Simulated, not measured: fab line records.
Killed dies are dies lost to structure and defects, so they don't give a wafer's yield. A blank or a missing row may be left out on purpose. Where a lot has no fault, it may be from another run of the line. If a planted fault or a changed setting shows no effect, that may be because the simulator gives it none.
Matching of chambers -- flow n5 finfet -- 3 sister chambers for N5_BEOL_M10_CURE_71 on uv cure-02
The step cures SiCOH lowk, time 240 s. 24 wafers are shown with their chamber, then 12 later ones without.

WAFERS, EACH WITH ITS CHAMBER
wafer,chamber,wafer_temp_C_max,lamp power pct (%)
L074.1,2,386.1,52.24
L074.4,2,386.4,52.28
L074.5,2,387.0,52.28
L076.1,0,386.9,52.33
L076.2,0,386.5,52.33
L076.4,0,388.0,52.41
L078.2,2,385.9,52.32
L078.4,2,386.6,52.26
L078.6,2,386.7,52.39
L082.2,1,387.1,52.35
L082.4,1,386.7,52.22
L082.6,1,386.4,52.30
L084.2,1,386.6,52.37
L084.4,1,387.7,52.35
L084.5,1,387.1,52.35
L089.1,0,387.6,52.29
L089.5,0,386.6,52.20
L089.6,0,386.5,52.41
L093.1,0,387.4,52.35
L093.3,0,387.4,52.38
L093.4,0,387.2,52.25
L091.2,2,386.5,52.36
L091.5,2,386.9,52.34
L091.6,2,386.3,52.36

SIGNATURES (means of the wafers above)
reading,chamber 0,chamber 1,chamber 2,scatter within a chamber
wafer_temp_C_max,387.122,386.933,386.489,0.457
lamp power pct,52.3278,52.3233,52.3144,0.0608
Rule: a wafer's distance from a chamber is the root of the sum, over the readings, of the square of ((its reading less the chamber's mean) divided by the reading's scatter). If the next closest chamber is less than 2 further off than the closest, the wafer can't be placed; otherwise it belongs to the closest. How the scatter is found: for the shown wafers, subtract from each reading the mean of its chamber, square and add these, divide the total by (wafers less chambers), then take the root.

WAFERS WITH NO CHAMBER GIVEN
wafer,wafer_temp_C_max,lamp power pct (%)
L092.1,387.7,52.30
L092.2,386.6,52.45
L092.4,386.3,52.40
L095.3,387.8,52.26
L095.4,387.0,52.36
L095.6,387.0,52.32
L096.1,386.6,52.25
L096.4,386.8,52.32
L096.5,386.4,52.29
L097.1,387.0,52.39
L097.3,387.3,52.32
L097.5,387.1,52.30

THE CHAMBER EACH PASSED THROUGH
wafer,from the rows above,in truth
L092.1,can't be placed: 0 or 1 or 2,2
L092.2,can't be placed: 1 or 2 or 0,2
L092.4,can't be placed: 2 or 1 or 0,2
L095.3,can't be placed: 0 or 1 or 2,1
L095.4,can't be placed: 0 or 1 or 2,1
L095.6,can't be placed: 1 or 0 or 2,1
L096.1,can't be placed: 2 or 1 or 0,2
L096.4,can't be placed: 1 or 2 or 0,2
L096.5,can't be placed: 2 or 1 or 0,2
L097.1,can't be placed: 0 or 1 or 2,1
L097.3,can't be placed: 0 or 1 or 2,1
L097.5,can't be placed: 0 or 1 or 2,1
Correctly placed: 0 of 12. Cannot be placed on the basis of these rows: 12; the candidates contain the true chamber in 12. Wrongly placed: 0.
